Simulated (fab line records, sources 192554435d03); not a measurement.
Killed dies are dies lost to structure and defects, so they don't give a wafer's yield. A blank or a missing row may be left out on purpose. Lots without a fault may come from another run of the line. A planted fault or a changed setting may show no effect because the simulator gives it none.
Chamber matching | flow n5_finfet | N5_BEOL_M0_SAQP_ETCH_73 on rie_diel-01: 4 sister chambers
The step etches SiARC in CF4, target depth 19.5 nm, time 32.5 s. 4 wafers are shown with their chamber, then 7 later ones without.

WAFERS WITH THEIR CHAMBER
wafer  | chamber | showerhead_plenum_p_Torr (Torr)
L079.1 | 2       | 2.10
L079.5 | 3       | 2.19
L086.2 | 0       | 2.15
L086.3 | 1       | 2.17

WAFERS WITHOUT THEIR CHAMBER
wafer  | showerhead_plenum_p_Torr (Torr)
L086.5 | 2.17
L091.2 | 2.14
L091.5 | 2.17
L091.6 | 2.09
L097.1 | 2.16
L097.2 | 2.14
L097.5 | 2.16

WHICH CHAMBER EACH WENT THROUGH
wafer  | from the rows above     | in truth
L086.5 | 1                       | 1
L091.2 | 0                       | 0
L091.5 | 1                       | 1
L091.6 | 2                       | 2
L097.1 | can't be placed: 1 or 0 | 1
L097.2 | 0                       | 0
L097.5 | can't be placed: 1 or 0 | 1
Placed correctly: 5 of 7. Can't be placed from these rows: 2 (the true chamber is among the candidates in 2). Placed wrongly: 0.
How it was worked out, from the rows above alone: a wafer's distance from a chamber is the root of the sum, over the readings, of the square of ((its reading less the chamber's mean) divided by the reading's scatter). The wafer belongs to the nearest chamber; if the next one is less than 2 further off, it can't be placed. A chamber's mean is the mean of its shown wafers. The scatter: with one shown wafer a chamber, the root of the mean of the squares of how far each hidden wafer lies from its nearest shown one.
